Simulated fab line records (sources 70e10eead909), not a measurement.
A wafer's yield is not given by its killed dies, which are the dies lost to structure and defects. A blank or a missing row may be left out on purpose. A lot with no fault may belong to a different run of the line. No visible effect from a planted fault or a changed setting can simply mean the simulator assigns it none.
fab line records | flow nandHarc
record: lots: 7 | wafers: 21 | lastDay: 33
route steps=1302 shown P_GATE@205 P_CONTACT@217
lots that met no fault: from a run of the same line without faults
startH: the number of hours between the record's first day and the start of the first shown wafer of the lot | waitH: time in hours since the lot's previous step | " same as the row above | L1.1+2: a row that stands for several wafers | - no value present, or no start provided | * or withheld: withheld | < > ~ a bound
route shown NAME@n: names a module that has steps shown in the file, with the first one's number in the route | usual: mean and standard deviation over wafers with no fault | same: alike in all rows | chamber/n: place in a boat | sites: readings site by site | _std_site: how widely they spread, as a standard deviation | _edge_site: outer sites' mean less inner sites' | radiusMm: for every site, how far away it sits from the centre of the wafer | mask NAME#n: copy n | behind: the tool/chamber that last shaped the wafer | hold: what put the lot on hold/how long, in hours/how the hold closed | device: which transistor (n, p or np) failed to switch | end of line: the same wafers' tests at the end of the route | a step given without rows: its recipe and nothing more | killed: count of dies lost to structure and defects at first sort (not the wafer's yield) | map: a wafer's dies, x killed, . not, _ none there
set.NAME: the setting that was run; set.NAME@STEP: the one run at that earlier step | model.NAME: the simulator's own value behind a step, which no gauge read
a table for each step, a row for each wafer; lots at some steps of the route
services: from which hour (startH, from the record's first day; less than 0 if before it) a tool's chamber was out of use, for how many hours, and why
== steps ==
step: NHARC_P_GATE_STRIP_95
recipe: powerW: 1500 | tempC: 250 | chemistry: O2
usual: drypumpMotorCurrentA: 6.0/0.64 | heaterPowerW: 323/16
lot.wafer | tool           | chamber | startH | waitH | drypumpMotorCurrentA | heaterPowerW | rfHoursCounterH
L374.2    | plasmaAsher-02 | 0       | 147.54 | 0.6   | 6.4                  | 340          | 13
L374.3    | "              | 1       | "      | "     | 6.7                  | 356          | -
L374.5    | "              | 1       | "      | "     | 6.7                  | 357          | -
L375.2    | plasmaAsher-01 | 1       | 152.08 | 0.5   | 5.1                  | 310          | 29
L375.3    | "              | 1       | "      | "     | 5.1                  | 313          | -
L375.6    | "              | 0       | "      | "     | 6.2                  | 336          | -
L379.1    | plasmaAsher-01 | 1       | 195.76 | 0.6   | 5.1                  | 299          | 3
L379.2    | "              | 0       | "      | "     | 6.2                  | 310          | 3
L379.3    | "              | 1       | "      | "     | 5.1                  | 307          | -
L385.1    | plasmaAsher-01 | 1       | 257.31 | 0.5   | 5.1                  | 300          | 18
L385.3    | "              | 0       | "      | "     | 6.3                  | 306          | -
L385.6    | "              | 1       | "      | "     | 5.1                  | 306          | -
L388.2    | plasmaAsher-01 | 1       | 283.46 | 0.5   | 5.1                  | 304          | 25
L388.4    | "              | 1       | "      | "     | 5.0                  | 304          | -
L388.5    | "              | 1       | "      | "     | 5.0                  | 307          | -
L393.1    | plasmaAsher-01 | 1       | 344.39 | 0.6   | 5.0                  | 310          | 34
L393.2    | "              | 0       | "      | "     | 6.2                  | 318          | 34
L393.6    | "              | 1       | "      | "     | 5.1                  | 298          | -
L394.1    | plasmaAsher-02 | 0       | 346.36 | 0.6   | 6.3                  | 322          | 19
L394.2    | "              | 1       | "      | "     | 6.7                  | 337          | 19
L394.3    | "              | 0       | "      | "     | 6.4                  | 327          | -
step: NHARC_P_GATE_STRIP_96
recipe: timeS: 900 | tempC: 130 | chemistry: SPM
step: NHARC_P_GATE_RTA_64
recipe: tempC: 1050 | timeS: 1
usual: annealTempCMax: 1055.1/1.5 | lampPowerPct: 32.1/0.99 | wafer_temp_C_max: 1054.4/1.1
lot.wafer | tool         | chamber | startH | waitH | annealTempCMax | lampPowerPct | wafer_temp_C_max
L374.2    | rtpAnneal-01 | 0       | 148.13 | -     | 1055.1         | 33.1         | 1058.0
L374.3    | "            | 0       | "      | "     | 1057.2         | 33.2         | 1055.7
L374.5    | "            | 0       | "      | "     | 1055.4         | 33.1         | 1056.1
L375.2    | rtpAnneal-01 | 0       | 152.66 | -     | 1056.4         | 33.1         | 1055.0
L375.3    | "            | 0       | "      | "     | 1056.1         | 33.2         | 1056.5
L375.6    | "            | 0       | "      | "     | 1055.7         | 33.1         | 1054.9
L379.1    | rtpAnneal-01 | 0       | 196.32 | -     | 1057.4         | 33.1         | 1055.4
L379.2    | "            | 0       | "      | "     | 1056.0         | 33.1         | 1054.3
L379.3    | "            | 0       | "      | "     | 1055.0         | 33.1         | 1054.1
L385.1    | rtpAnneal-01 | 0       | 257.87 | -     | 1057.0         | 33.2         | 1055.1
L385.3    | "            | 0       | "      | "     | 1056.1         | 33.1         | 1055.7
L385.6    | "            | 0       | "      | "     | 1053.8         | 33.2         | 1053.7
L388.2    | rtpAnneal-02 | 0       | 284.04 | -     | 1054.4         | 31.1         | 1054.6
L388.4    | "            | 0       | "      | "     | 1054.2         | 31.1         | 1053.8
L388.5    | "            | 0       | "      | "     | 1052.5         | 31.2         | 1053.1
L393.1    | rtpAnneal-02 | 0       | 344.95 | -     | 1054.0         | 31.2         | 1053.3
L393.2    | "            | 0       | "      | "     | 1053.8         | 31.2         | 1053.8
L393.6    | "            | 0       | "      | "     | 1054.0         | 31.1         | 1054.1
L394.1    | rtpAnneal-02 | 0       | 346.92 | -     | 1053.4         | 31.2         | 1054.3
L394.2    | "            | 0       | "      | "     | 1052.7         | 31.2         | 1053.2
L394.3    | "            | 0       | "      | "     | 1052.5         | 31.2         | 1054.3
step: NHARC_P_GATE_ETCH_77
recipe: targetDepthA: 60 | chemistry: dHF | material: SiO2
step: NHARC_P_GATE_DEGAS_109
recipe: tempC: 300 | timeS: 60
usual: heaterPowerW: 451/49
lot.wafer | tool          | chamber | startH | waitH | heaterPowerW
L374.2    | pvdSputter-01 | -       | 148.41 | 0.1   | 442
L374.3    | "             | -       | "      | "     | 458
L374.5    | "             | -       | "      | "     | 434
L375.2    | pvdSputter-03 | -       | 152.94 | 0.1   | 449
L375.3    | "             | -       | "      | "     | 402
L375.6    | "             | -       | "      | "     | 468
L379.2    | pvdSputter-01 | -       | 196.64 | 0.1   | 440
L379.1    | "             | -       | "      | "     | 432
L379.3    | "             | -       | "      | "     | 465
L385.3    | pvdSputter-01 | -       | 258.18 | 0.1   | 431
L385.1    | "             | -       | "      | "     | 420
L385.6    | "             | -       | "      | "     | 422
L388.2    | pvdSputter-01 | -       | 284.32 | 0.1   | 490
L388.4    | "             | -       | "      | "     | 437
L388.5    | "             | -       | "      | "     | 415
L393.2    | pvdSputter-02 | -       | 345.26 | 0.1   | 541
L393.1    | "             | -       | "      | "     | 415
L393.6    | "             | -       | "      | "     | 530
L394.3    | pvdSputter-03 | -       | 347.22 | 0.1   | 417
L394.2    | "             | -       | "      | "     | 479
L394.1    | "             | -       | "      | "     | 506
step: NHARC_P_GATE_PRE_CLEAN_110
recipe: timeS: 30 | biasV: 200 | gas: Ar
step: NHARC_P_GATE_SPUTTER_78
recipe: targetThkA: 100 | material: Ni
step: NHARC_P_GATE_SPUTTER_79
recipe: targetThkA: 100 | material: TiN
step: NHARC_P_GATE_RTA_80
recipe: tempC: 300 | timeS: 30
step: NHARC_P_GATE_STRIP_67
recipe: timeS: 600 | tempC: 130 | chemistry: SPM
step: NHARC_P_GATE_RTA_82
recipe: tempC: 450 | timeS: 30
usual: annealTempCMax: 452.3/0.67 | lampPowerPct: 3.80/0.11 | wafer_temp_C_max: 452.0/0.57
lot.wafer | tool         | chamber | startH | waitH | annealTempCMax | lampPowerPct | wafer_temp_C_max
L374.2    | rtpAnneal-01 | 0       | 149.19 | -     | 452.9          | 3.88         | 451.6
L374.3    | "            | 0       | "      | "     | 452.5          | 3.88         | 451.7
L374.5    | "            | 0       | "      | "     | 453.2          | 3.88         | 452.4
L375.2    | rtpAnneal-01 | 0       | 153.72 | -     | 452.5          | 3.88         | 452.0
L375.3    | "            | 0       | "      | "     | 452.7          | 3.88         | 451.9
L375.6    | "            | 0       | "      | "     | 452.4          | 3.88         | 451.7
L379.1    | rtpAnneal-01 | 0       | 197.43 | -     | 452.6          | 3.88         | 452.1
L379.2    | "            | 0       | "      | "     | 452.6          | 3.88         | 452.2
L379.3    | "            | 0       | "      | "     | 453.0          | 3.88         | 452.9
L385.1    | rtpAnneal-01 | 0       | 258.95 | -     | 453.0          | 3.88         | 452.8
L385.3    | "            | 0       | "      | "     | 452.3          | 3.88         | 452.3
L385.6    | "            | 0       | "      | "     | 453.2          | 3.88         | 452.1
L388.2    | rtpAnneal-02 | 0       | 285.09 | -     | 451.1          | 3.65         | 451.9
L388.4    | "            | 0       | "      | "     | 451.3          | 3.65         | 451.2
L388.5    | "            | 0       | "      | "     | 451.8          | 3.65         | 451.9
L393.1    | rtpAnneal-02 | 0       | 346.01 | -     | 451.7          | 3.65         | 451.6
L393.2    | "            | 0       | "      | "     | 451.7          | 3.65         | 451.7
L393.6    | "            | 0       | "      | "     | 451.9          | 3.65         | 451.7
L394.1    | rtpAnneal-01 | 0       | 347.99 | -     | 453.3          | 3.88         | 452.5
L394.2    | "            | 0       | "      | "     | 454.1          | 3.88         | 452.1
L394.3    | "            | 0       | "      | "     | 452.9          | 3.88         | 452.1
step: NHARC_P_GATE_INSPECT_68
usual: rawDefectCount: 200/63
lot.wafer | tool             | chamber | startH | waitH | rawDefectCount
L374.2    | defectInspect-01 | -       | 149.36 | 0.1   | 333
L374.3    | "                | -       | "      | "     | 141
L374.5    | "                | -       | "      | "     | 207
L375.2    | defectInspect-02 | -       | 153.89 | 0.1   | 165
L375.3    | "                | -       | "      | "     | 116
L375.6    | "                | -       | "      | "     | 110
L379.1    | defectInspect-02 | -       | 197.63 | 0.2   | 209
L379.2    | "                | -       | "      | "     | 256
L379.3    | "                | -       | "      | "     | 225
L385.1    | defectInspect-01 | -       | 259.15 | 0.2   | 315
L385.3    | "                | -       | "      | "     | 228
L385.6    | "                | -       | "      | "     | 293
L388.2    | defectInspect-02 | -       | 285.26 | 0.1   | 211
L388.4    | "                | -       | "      | "     | 150
L388.5    | "                | -       | "      | "     | 154
L393.1    | defectInspect-01 | -       | 346.21 | 0.2   | 207
L393.2    | "                | -       | "      | "     | 172
L393.6    | "                | -       | "      | "     | 178
L394.1    | defectInspect-02 | -       | 348.19 | 0.2   | 234
L394.2    | "                | -       | "      | "     | 251
L394.3    | "                | -       | "      | "     | 130
step: NHARC_P_CONTACT_DEP_30
recipe: targetThkA: 300 | tempC: 400 | targetThkNm: 30 | flowSccm: 200 | rfW: 450 | material: SiNx
usual: heaterPowerW: 654/100
lot.wafer | tool     | chamber | startH | waitH | heaterPowerW
L374.2    | pecvd-02 | 2       | 149.42 | 0.1   | 696
L374.3    | "        | 1       | "      | "     | 735
L374.5    | "        | 1       | "      | "     | 722
L374.2    | pecvd-02 | 2       | 149.88 | -     | 711
L374.3    | "        | 1       | "      | "     | 736
L374.5    | "        | 1       | "      | "     | 747
L375.2    | pecvd-02 | 1       | 153.99 | 0.1   | 780
L375.3    | "        | 2       | "      | "     | 600
L375.6    | "        | 0       | "      | "     | 566
L375.2    | pecvd-02 | 1       | 154.75 | -     | 773
L375.3    | "        | 2       | "      | "     | 594
L375.6    | "        | 0       | "      | "     | 557
L379.3    | pecvd-02 | 0       | 197.69 | 0.1   | 499
L379.1    | "        | 1       | "      | "     | 820
L379.2    | "        | 2       | "      | "     | 646
L379.3    | pecvd-02 | 0       | 198.16 | -     | 493
L379.1    | "        | 1       | "      | "     | 811
L379.2    | "        | 2       | "      | "     | 650
L385.3    | pecvd-02 | 2       | 259.25 | 0.1   | 569
L385.1    | "        | 0       | "      | "     | 628
L385.6    | "        | 0       | "      | "     | 623
L388.2    | pecvd-02 | 0       | 285.33 | 0.1   | 606
L388.4    | "        | 0       | "      | "     | 579
L388.5    | "        | 2       | "      | "     | 610
L393.1    | pecvd-04 | 0       | 346.28 | 0.1   | 851
L393.2    | "        | 1       | "      | "     | 558
L393.6    | "        | 2       | "      | "     | 556
L394.1    | pecvd-02 | 2       | 348.25 | 0.1   | 555
L394.3    | "        | 0       | "      | "     | 568
L394.2    | "        | 1       | "      | "     | 713
step: NHARC_P_CONTACT_DEP_00
recipe: targetThkA: 5000 | tempC: 400 | pressureTorr: 6.5 | rfW: 900 | teosFlowSccm: 161.4 | flowSccm: 2650 | targetThkNm: 500 | gas: O2 | material: SiO2
usual: heaterPowerW: 502/94 | throttleValvePct: 15.7/0.44
lot.wafer | tool     | chamber | startH | waitH | heaterPowerW | throttleValvePct
L374.2    | pecvd-02 | 2       | -      | -     | 490          | 15.1
L374.3    | "        | 1       | "      | "     | 596          | 15.1
L374.5    | "        | 1       | "      | "     | 605          | 15.2
L375.2    | pecvd-02 | 1       | -      | -     | 724          | 15.3
L375.3    | "        | 2       | "      | "     | 488          | 15.6
L375.6    | "        | 0       | "      | "     | 431          | 16.3
L379.3    | pecvd-02 | 0       | -      | -     | 412          | 16.4
L379.1    | "        | 1       | "      | "     | 639          | 15.2
L379.2    | "        | 2       | "      | "     | 429          | 15.5
L385.3    | pecvd-02 | 2       | -      | -     | 397          | 15.4
L385.1    | "        | 0       | "      | "     | 471          | 15.8
L385.6    | "        | 0       | "      | "     | 352          | 15.9
L388.2    | pecvd-02 | 0       | -      | -     | 449          | 16.0
L388.4    | "        | 0       | "      | "     | 471          | 16.0
L388.5    | "        | 2       | "      | "     | 481          | 15.6
L393.1    | pecvd-04 | 0       | -      | -     | 636          | 16.5
L393.2    | "        | 1       | "      | "     | 493          | 16.0
L393.6    | "        | 2       | "      | "     | 486          | 15.1
L394.1    | pecvd-02 | 2       | -      | -     | 419          | 15.6
L394.3    | "        | 0       | "      | "     | 456          | 16.0
L394.2    | "        | 1       | "      | "     | 624          | 15.2
== services ==
tool           | chamber | startH | hours | kind
pvdSputter-02  | -       | 125.57 | 0.9   | repair
pvdSputter-01  | -       | 168.36 | 1.5   | repair
pvdSputter-03  | -       | 170.09 | 10.0  | pm
plasmaAsher-01 | -       | 172.25 | 9.0   | pm
plasmaAsher-01 | 0       | 172.25 | 9.0   | ventCycle
pecvd-04       | 0       | 182.68 | 6.1   | repair
pvdSputter-03  | -       | 184.47 | 9.8   | repair
pvdSputter-01  | -       | 203.63 | 0.7   | repair
plasmaAsher-02 | -       | 209.43 | 2.7   | repair
pvdSputter-01  | -       | 226.00 | 10.0  | pm
pecvd-02       | -       | 227.47 | 13.0  | pm
pecvd-02       | 0       | 227.47 | 16.0  | ventCycle
pecvd-02       | 1       | 227.47 | 13.0  | ventCycle
pecvd-02       | 2       | 227.47 | 13.0  | ventCycle
pecvd-02       | 1       | 240.47 | -     | clean
pecvd-02       | 2       | 240.47 | -     | clean
plasmaAsher-02 | -       | 249.00 | 9.0   | pm
pecvd-02       | -       | 261.23 | 1.9   | repair
pecvd-04       | -       | 269.00 | 13.0  | pm
pvdSputter-02  | -       | 282.04 | 10.0  | pm
pvdSputter-02  | -       | 294.78 | 8.7   | repair
plasmaAsher-01 | -       | 307.45 | 13.0  | repair
pecvd-04       | -       | 308.10 | 0.3   | repair
pvdSputter-03  | -       | 348.09 | 10.0  | pm
== key ==
firstSign: step: NHARC_P_CONTACT_DEP_30 | reading: visit | direction: added
effect none on later readings
metAt NHARC_P_CONTACT_DEP_30
struckWafers L374.2,L374.3,L374.5,L375.2,L375.3,L375.6,L379.1,L379.2,L379.3
sortLeftOut L374.2,L374.3,L374.5,L375.2,L375.3,L375.6,L379.1,L379.2,L379.3
testerLeftOut L374,L375,L379
fault: kind: repeatedStepWhole | tool: pecvd-01,pecvd-02,pecvd-04 | chamber: - | onsetH: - | steps: NHARC_P_CONTACT_DEP_30 | times: 1 | scope: struckLotsOnly
testerLeftOut: of these lots the tester's yield and bins aren't shown, on N5 and GAA mostly nor the transistor test; their killed dies are dies lost to structure and defects alone, not to doping, threshold or leakage, so they don't give the yield
sortLeftOut: the simulated sort isn't trusted on such a fault, so these wafers' sort isn't shown, and their yield isn't known
